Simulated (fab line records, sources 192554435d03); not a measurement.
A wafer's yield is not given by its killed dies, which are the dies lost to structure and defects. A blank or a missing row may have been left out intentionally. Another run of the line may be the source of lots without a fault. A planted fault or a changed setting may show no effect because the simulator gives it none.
A struck lot beside a sound one	flow n5_finfet	37 out of 1938 route steps
Sound: the wafers L240.1, L240.2, L240.4. The struck wafers were L232.3, L232.4, L232.6. The cause is named last.
Per side, at each step with rows, come the tool, then ch with its chambers, and then its first start. Under that, the readings that differ: sound wafers	struck wafers	difference of the means	sigmas: that difference in standard deviations of wafers without a fault.
alike: words and numbers the same on both sides, and readings whose means are apart by under 2 such deviations; not compared: readings that were withheld, readings missing a value for some wafer, numbers with overlapping values and no deviation given by the record, and bounds like >300 which may hide the same value.
The two part at a step that has a row with sigmas, a row that says differs or no value, or rows on one side only. Non-overlapping numbers with no deviation appear without sigmas and do not part them. A reading missing from all wafers of one side parts the sides only when that side holds two or more wafers.

first, 9 steps without rows for these wafers: N5_BEOL_M4_ANNEAL_95 (time 240 s); N5_BEOL_M4_SPUTTER_96 (material Cu, target thk 4.5 nm, time 8.29 s); N5_BEOL_M4_ECD_50 (material Cu, target thk 300 nm); N5_BEOL_M4_ANNEAL_51 (time 90 s); N5_BEOL_M4_CMP_52 (polishes, stops on SiOC, t overpolish 6.8 s, target thk 40 nm); N5_BEOL_M4_PRE_CLEAN_60 (time 15 s); N5_BEOL_M4_CO_CAP_55 (material Co, precursor CCTBA/H2, target thk 2 nm, time 102.1 s); N5_BEOL_M4_PRE_CLEAN_56 (time 15 s); N5_BEOL_M4_DEP_57 (deposits SiCN from 3MS/NH3, target thk 8 nm, time 14 s).
N5_BEOL_M4_RC_MEAS_101:
  sound on prober-01 ch 0, day 14 00:49; struck on prober-02 ch 0, day 12 13:08
  alike: DIBL_N, DIBL_P, IOFF_N, IOFF_P, ION_N, ION_P, SS_N, SS_P, VT_N, VT_P
then, 24 steps without rows for these wafers: N5_BEOL_M5_ILD_DEP_00 (deposits SiCOH lowk from DEMS/porogen, target thk 140.64 nm, time 25.9 s); N5_BEOL_M5_CURE_79 (cures SiCOH lowk, time 240 s); N5_BEOL_M5_PECVD_70 (deposits SiO2 from TEOS/O2, target thk 16 nm, time 18 s); N5_BEOL_M5_HM_DEP_02 (deposits TiN, target thk 20 nm); N5_BEOL_M5_COAT_59 (time 60 s, resist thk 60 nm); N5_BEOL_M5_COAT_60 (time 60 s, resist thk 12 nm); N5_BEOL_M5_COAT_71 (time 60 s, resist thk 5 nm); N5_BEOL_M5_COAT_05 (resist thk 30 nm); N5_BEOL_M5_EBR_07; N5_BEOL_M5_SOFTBAKE_06 (time 60 s); N5_BEOL_M5_EXPOSE_08 (exposes mask M5, target cd 28 nm); N5_BEOL_M5_PEB_09 (peb time 60 s); N5_BEOL_M5_DEVELOP_10 (develop time 30 s); N5_BEOL_M5_DESCUM_16 (chemistry O2, time 7 s); N5_BEOL_M5_ETCH_72 (etches underlayer in N2/H2, target depth 6.5 nm, time 5.2 s); N5_BEOL_M5_ETCH_61 (etches SiARC in CF4, target depth 15.6 nm, time 26 s); N5_BEOL_M5_ETCH_62 (etches SOC in N2/H2, target depth 75 nm, overetch 15 nm, time 112.5 s); N5_BEOL_M5_STRIP_63 (strips in N2/H2); N5_BEOL_M5_STRIP_73 (strips in N2/H2); N5_BEOL_M5_STRIP_64 (strips in CF4); N5_BEOL_M5_HM_OPEN_17 (chemistry Cl2/BCl3, target TiN, target depth 20 nm, overetch 6 nm); N5_BEOL_M5_STRIP_19 (strips in O2); N5_BEOL_M5_COAT_65 (time 60 s, resist thk 60 nm); N5_BEOL_M5_COAT_66 (time 60 s, resist thk 12 nm).
-- the record jumps here: 3 days lie between the struck wafers' starts before and after (it left off in module BEOL_M5 and takes up again in module BEOL_M15, whose first step shown is number 1819 of the route) --
N5_BEOL_M15_SPUTTER_43: material TaN, target thk 15 nm, time 24.19 s.
  sound on pvd_sputter-01, day 18 02:01; struck on pvd_sputter-02, day 15 23:53
  no value came back on the struck wafers for bias_v (V), cathode_dc_power_W (W), throttle_valve_pct (%); on the sound wafers bias_v (V) reads 168.7 169.9 168.9
N5_BEOL_M15_CMP_49: polishes, stops on SiO2, t overpolish 4.9 s, target thk 850 nm.
  sound on cmp-03 ch 0,2,3, day 18 03:16; struck on cmp-02 ch 0,3, day 16 00:46
reading	sound	struck	difference	sigmas
barrier_field_endpoint_s (s)	11.07 11.24 11.25	5.54 5.61 5.58	-5.61	-19
  alike: edge_zone_pressure_frac, motor_current_A
N5_PASSIVATION_PROBE_49:
  sound on prober-02, day 18 16:57; struck on prober-02, day 16 16:49
reading	sound	struck	difference	sigmas
defect_limited_yield (%)	91.4 91.6 91.0	84.5 82.8 82.6	-8.0	-6
killed_at_M4_up	14 18 19	88 110 110	+86	+14
killed_dies	101 99 106	183 203 205	+95	+6
killed_on_rim	10 14 15	51 11 62	+28	+7
sort_bin_5_function (%)	5.4 4.6 5.6	12.3 13.6 12.9	+7.7	+8
sort_n_pass	1079 1081 1074	997 977 974	-95	-6
sort_yield_pct (%)	91.4 91.6 91.0	84.5 82.8 82.5	-8.1	-5
  alike: killed_at_M0_to_M3, killed_at_contacts, killed_at_front_end, killed_at_other, killed_open, killed_short, sort_bin_4_leakage, sort_bin_6_memory, sort_bin_8_speed

== WHERE THEY PART ==
Earliest at N5_BEOL_M15_SPUTTER_43; latest, in this record, at N5_PASSIVATION_PROBE_49.

WHY: the cause the simulator had injected
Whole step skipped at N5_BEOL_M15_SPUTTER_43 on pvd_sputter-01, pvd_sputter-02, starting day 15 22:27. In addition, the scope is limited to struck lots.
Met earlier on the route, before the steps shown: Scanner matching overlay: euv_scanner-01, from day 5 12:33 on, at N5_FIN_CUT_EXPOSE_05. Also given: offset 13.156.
